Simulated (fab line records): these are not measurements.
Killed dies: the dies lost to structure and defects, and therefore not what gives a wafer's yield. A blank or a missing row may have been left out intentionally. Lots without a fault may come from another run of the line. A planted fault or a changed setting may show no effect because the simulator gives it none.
fab line records | flow nand-harc
record lots=11 wafers=33 last-day=25
route steps=1159 shown A_CONTACT@870 END@1159
lots untouched by any fault: they come from a run of this same line in which no faults occurred
start-h: hours from the record's first day to the start of the lot's first wafer shown | wait-h: hours from the lot's prior step to this one | " as in the row above | L1.1+2: one row covering several wafers at once | - no value, or no start was given | * or withheld: withheld | < > ~ a bound
route shown NAME@n: names a module that has steps shown in the file, with the first one's number in the route | usual: mean/standard deviation of fault-free wafers | same: alike in all rows | chamber/n: place in a boat | sites: the reading at each site | _std_site: standard deviation across them | _edge_site: the outer-site mean with the inner-site mean subtracted | radius-mm: for every site, how far away it sits from the centre of the wafer | mask NAME#n: copy n | behind: the last tool/chamber to shape the wafer | hold: reason for holding the lot/hours on hold/outcome of the hold | device: which transistor (n, p or np) failed to switch | end of line: at the end of the route, the tests of the same wafers | step lacking rows: just its recipe | killed: at the first sort, the dies lost to defects and structure; wafer yield is something else | map: dies across one wafer; x = killed, . = not, _ = none there
set.NAME: the run value of the setting; set.NAME@STEP: its run value at that earlier step | model.NAME: the simulator's own value behind a step, which no gauge read
a sample of lots followed through the steps of the route, with each step as a table and each wafer as a row
services: from which hour (start-h, from the record's first day; less than 0 if before it) a tool's chamber was out of use, for how many hours, and why
## steps
# step NHARC_A_CONTACT_ETCH_119
# recipe source-w=withheld pressure-mtorr=20 bias-v=3000 time-s=94 target-depth-a=9220 ar-flow-sccm=withheld c4f8-flow-sccm=withheld o2-flow-sccm=withheld chemistry=C4F8/O2/Ar
# columns lot.wafer tool chamber start-h wait-h rf-hours-counter-h
L168.1 har-cap-etch-01 1 371.12 0.1 55
L168.3 " 0 " " -
L168.4 " 1 " " -
L170.2 har-cap-etch-03 0 380.53 0.1 81
L170.3 " 1 " " -
L170.5 " 0 " " -
L169.1 har-cap-etch-03 1 383.39 0.1 82
L169.4 " 0 " " -
L169.5 " 1 " " -
L171.1 har-cap-etch-02 0 399.94 0.1 13
L171.2 " 1 " " 13
L171.3 " 1 " " -
L172.1 har-cap-etch-03 0 404.57 0.1 86
L172.5 " 1 " " -
L172.6 " 0 " " -
L183.1 har-cap-etch-03 0 454.79 0.1 96
L183.6 " 0 " " -
L183.5 " 1 " " -
L185.2 har-cap-etch-03 0 460.10 0.1 98
L185.5 " 1 " " -
L185.6 " 0 " " -
L184.3 har-cap-etch-01 0 460.32 0.1 -
L184.4 " 1 " " -
L184.5 " 0 " " -
L188.1 har-cap-etch-03 1 484.25 0.1 101
L188.4 " 0 " " -
L188.6 " 1 " " -
L190.2 har-cap-etch-02 0 489.65 0.1 33
L190.1 " 1 " " 33
L190.4 " 0 " " -
L191.2 har-cap-etch-01 0 519.52 0.1 83
L191.3 " 0 " " -
L191.4 " 1 " " -
# step NHARC_A_CONTACT_ETCH_121
# recipe source-w=withheld pressure-mtorr=20 bias-v=3000 time-s=94 target-depth-a=9220 ar-flow-sccm=withheld c4f8-flow-sccm=withheld o2-flow-sccm=withheld chemistry=C4F8/O2/Ar
# columns lot.wafer tool chamber start-h wait-h rf-hours-counter-h
L168.1 har-cap-etch-01 1 371.36 0.1 55
L168.3 " 0 " " -
L168.4 " 1 " " -
L170.2 har-cap-etch-03 0 380.71 0.1 81
L170.3 " 1 " " -
L170.5 " 0 " " -
L169.1 har-cap-etch-03 1 383.57 0.1 82
L169.4 " 0 " " -
L169.5 " 1 " " -
L171.1 har-cap-etch-02 0 400.12 0.1 14
L171.2 " 1 " " 14
L171.3 " 1 " " -
L172.1 har-cap-etch-03 0 404.75 0.1 86
L172.5 " 1 " " -
L172.6 " 0 " " -
L183.1 har-cap-etch-03 0 454.98 0.1 96
L183.6 " 0 " " -
L183.5 " 1 " " -
L185.2 har-cap-etch-03 0 460.34 0.1 98
L185.5 " 1 " " -
L185.6 " 0 " " -
L184.3 har-cap-etch-01 0 460.50 0.1 -
L184.4 " 1 " " -
L184.5 " 0 " " -
L188.1 har-cap-etch-03 1 484.43 0.1 101
L188.4 " 0 " " -
L188.6 " 1 " " -
L190.2 har-cap-etch-02 0 489.84 0.1 34
L190.1 " 1 " " 34
L190.4 " 0 " " -
L191.2 har-cap-etch-01 0 519.70 0.1 83
L191.3 " 0 " " -
L191.4 " 1 " " -
# step NHARC_A_CONTACT_SOFTBAKE_64
# recipe temp-c=105 time-s=55
# usual heater-power-total-W=188.46/0.14 plate-temp-C=105.01/0.13
# columns lot.wafer tool chamber start-h wait-h heater-power-total-W plate-temp-C
L168.1 litho-track-06 0 380 - 188.25 105.09
L168.3 " 0 " " 188.62 104.95
L168.4 " 0 " " 188.35 104.93
L170.2 litho-track-06 0 385 - 188.41 104.96
L170.3 " 0 " " 188.33 105.16
L170.5 " 0 " " 188.44 104.86
L169.1 litho-track-01 0 387 - 188.31 105.03
L169.4 " 0 " " 188.48 105.02
L169.5 " 0 " " 188.29 104.91
L171.1 litho-track-01 0 404 - 188.42 105.01
L171.2 " 0 " " 188.42 104.83
L171.3 " 0 " " 188.34 105.01
L172.1 litho-track-06 0 409 - 188.37 105.05
L172.5 " 0 " " 188.44 105.08
L172.6 " 0 " " 188.32 105.04
L183.1 litho-track-06 0 460 - 198.05 -
L183.5 " 0 " " 198.05 -
L183.6 " 0 " " 198.05 -
L184.3 litho-track-06 0 466 - 198.08 -
L184.4 " 0 " " 198.19 -
L184.5 " 0 " " 198.18 -
L185.2 litho-track-01 0 466 - 188.46 104.99
L185.5 " 0 " " 188.31 104.97
L185.6 " 0 " " 188.29 105.06
L188.1 litho-track-01 0 488 - 188.30 105.01
L188.4 " 0 " " 188.34 104.90
L188.6 " 0 " " 188.33 105.04
L190.1 litho-track-01 0 493 - 188.50 104.88
L190.2 " 0 " " 188.43 104.82
L190.4 " 0 " " 188.40 104.76
L191.2 litho-track-04 0 525 - 188.32 105.23
L191.3 " 0 " " 188.43 105.20
L191.4 " 0 " " 188.78 105.11
# step NHARC_A_CONTACT_DESCUM_74
# recipe time-s=3 o2-flow-sccm=200 ar-flow-sccm=0 bias-power-w=0 chemistry=O2
# usual drypump-motor-current-A=5.5/0.49 oes-product-au=0.999/0.0081 rf-vpp-V=57.6/1 showerhead-plenum-p-Torr=1.87/0.092 throttle-valve-pct=11.310/0.0093
# columns lot.wafer tool chamber start-h wait-h drypump-motor-current-A oes-product-au rf-hours-counter-h rf-vpp-V showerhead-plenum-p-Torr throttle-valve-pct
L168.3 rie-diel-01 0 380.63 0.1 4.9 0.988 8 59.3 2.00 11.324
L168.4 " 1 " " 5.1 0.994 8 58.1 1.84 11.316
L168.1 " 2 " " 5.3 0.988 8 58.8 1.80 11.308
L170.2 rie-diel-04 1 385.72 0.1 6.5 1.024 36 57.7 1.91 11.309
L170.3 " 2 " " 6.3 0.997 32 58.7 2.07 11.309
L170.5 " 0 " " 5.8 0.985 - 58.3 1.78 11.310
L169.1 rie-diel-13 0 388.51 0.1 5.2 0.999 40 55.6 1.80 11.314
L169.4 " 3 " " 5.4 0.985 - 57.3 2.04 11.296
L169.5 " 0 " " 5.3 0.997 - 57.3 1.80 11.302
L171.1 rie-diel-01 1 404.61 0.1 5.1 0.991 12 58.2 1.84 11.316
L171.3 " 2 " " 5.3 0.988 12 57.0 1.80 11.309
L171.2 " 3 " " 5.9 1.004 12 56.4 1.79 11.328
L172.1 rie-diel-04 2 410.29 0.1 6.3 0.989 43 58.4 2.06 11.323
L172.5 " 3 " " 6.1 0.997 - 57.7 1.81 11.298
L172.6 " 2 " " 6.3 0.998 - 57.8 2.06 11.297
L183.1 rie-diel-01 3 461.23 0.1 5.9 1.010 28 57.2 1.79 11.302
L183.5 " 0 " " 4.9 0.999 - 57.8 1.99 11.307
L183.6 " 1 " " 5.1 1.006 - 57.0 1.83 11.314
L184.4 rie-diel-01 2 466.77 0.1 5.3 1.000 29 56.8 1.79 11.307
L184.3 " 0 " " 4.9 0.996 27 57.5 1.99 11.298
L184.5 " 2 " " 5.3 1.002 - 57.5 1.79 11.296
L185.2 rie-diel-13 0 466.94 0.1 5.3 1.002 0 57.5 1.79 11.331
L185.5 " 3 " " 5.4 1.002 - 57.8 2.03 11.311
L185.6 " 0 " " 5.3 1.006 - 57.1 1.79 11.307
L188.1 rie-diel-04 0 489.46 0.1 5.8 0.999 3 57.4 2.08 11.308
L188.4 " 2 " " 6.3 1.007 4 58.8 2.05 11.308
L188.6 " 1 " " 6.5 1.011 - 56.7 1.89 11.294
L190.2 rie-diel-13 1 494.29 0.1 6.2 0.991 10 56.9 1.87 11.322
L190.4 " 3 " " 5.4 0.997 10 58.7 2.03 11.303
L190.1 " 0 " " 5.3 0.997 11 57.9 1.79 11.325
L191.3 rie-diel-01 2 525.53 0.1 5.3 1.000 4 57.4 1.79 11.315
L191.4 " 3 " " 5.9 1.010 3 59.8 1.78 11.305
L191.2 " 1 " " 5.1 1.003 4 56.0 1.83 11.300
# step NHARC_END_SORT_01
# recipe temp-c=25
# usual killed-at-array=25/9.2 killed-at-other=0.8/1.2 killed-at-periphery=3.9/2.6 killed-dies=30/9.7 killed-open=3.4/1.9 killed-short=2.0/1.4
# same gross-dies=677
# columns lot.wafer tool chamber start-h wait-h killed-at-array killed-at-other killed-at-periphery killed-dies killed-open killed-short
L185.2 prober-02 0 544.72 2.8 19 1 3 23 6 2
L185.5 prober-02 0 547.12 3.7 19 1 2 22 7 3
L185.6 prober-02 0 547.91 4.0 10 1 3 14 2 1
# killed by level:class
L185.2 A_CHANNEL_HOLE_D1:chamber-film-flake=5 A_CONTACT:chamber-film-flake=5 A_ONON_D1:geometric-particle:open=2 P_GATE:chamber-film-flake=2 P_CONTACT:geometric-particle:open=1 A_ONON_D1:geometric-particle:short=1 A_CHANNEL_FILL_D1:geometric-particle:short=1 A_WL_FILL:geometric-particle:open=1
L185.5 A_CONTACT:chamber-film-flake=6 A_M0:geometric-particle:open=4 A_CHANNEL_HOLE_D1:chamber-film-flake=3 A_CONTACT:geometric-particle:open=2 P_M1:geometric-particle:open=1 A_ONON_D1:geometric-particle:short=1 A_CHANNEL_FILL_D1:geometric-particle:short=1 A_WL_FILL:geometric-particle:short=1
L185.6 A_CONTACT:chamber-film-flake=5 A_CHANNEL_HOLE_D1:chamber-film-flake=3 P_GATE:geometric-particle:open=1 A_CHANNEL_HOLE_D1:geometric-particle:short=1 STARTING-WAFER:geometric-particle:open=1 P_GATE:chamber-film-flake=1 P_M2:chamber-film-flake=1 A_WL_FILL:chamber-film-flake=1
## services
# columns tool chamber start-h hours kind
rie-diel-01 0 348.37 - clean
rie-diel-01 1 348.37 - clean
rie-diel-01 2 348.37 - clean
rie-diel-01 3 348.37 - clean
rie-diel-04 3 365.31 26.3 repair
rie-diel-01 0 372.87 - clean
rie-diel-01 1 372.87 - clean
rie-diel-01 2 372.87 - clean
rie-diel-01 3 372.87 - clean
rie-diel-01 0 391.93 6.4 repair
rie-diel-01 1 397.39 - clean
rie-diel-01 2 397.39 - clean
rie-diel-04 0 406.09 10.4 repair
rie-diel-13 2 415.09 6.4 repair
rie-diel-01 0 422.42 2.4 repair
litho-track-01 - 443.00 7.0 pm
rie-diel-13 - 453.00 9.0 pm
litho-track-06 - 467.00 7.0 pm
rie-diel-04 - 467.04 9.0 pm
har-cap-etch-01 - 479.00 0.8 repair
litho-track-04 - 491.00 7.0 pm
rie-diel-01 - 491.81 9.0 pm
rie-diel-13 2 494.78 4.1 repair
rie-diel-04 3 519.94 5.5 repair
## key
first-sign step=NHARC_A_CONTACT_SOFTBAKE_64 reading=heater-power-total-W direction=up sigmas=70 usual=* struck=*
effect none on later readings
met-at NHARC_A_CONTACT_SOFTBAKE_64
struck-lots L183,L184
tester-left-out L183,L184
not-acting-at NHARC_A_CONTACT_ETCH_119,NHARC_A_CONTACT_ETCH_121,NHARC_A_CONTACT_DESCUM_74
onset-between 409 460
fault kind=process-parameter-drift tool=litho-track-06 chamber=- onset-h=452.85 steps=NHARC_A_CONTACT_SOFTBAKE_64 channel=time-s offset=* shape=step end-h=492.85 acts-in=* stated=*
# tester-left-out: of these lots the tester's yield and bins aren't shown, on N5 and GAA mostly nor the transistor test; their killed dies are dies lost to structure and defects alone, not to doping, threshold or leakage, so they don't give the yield
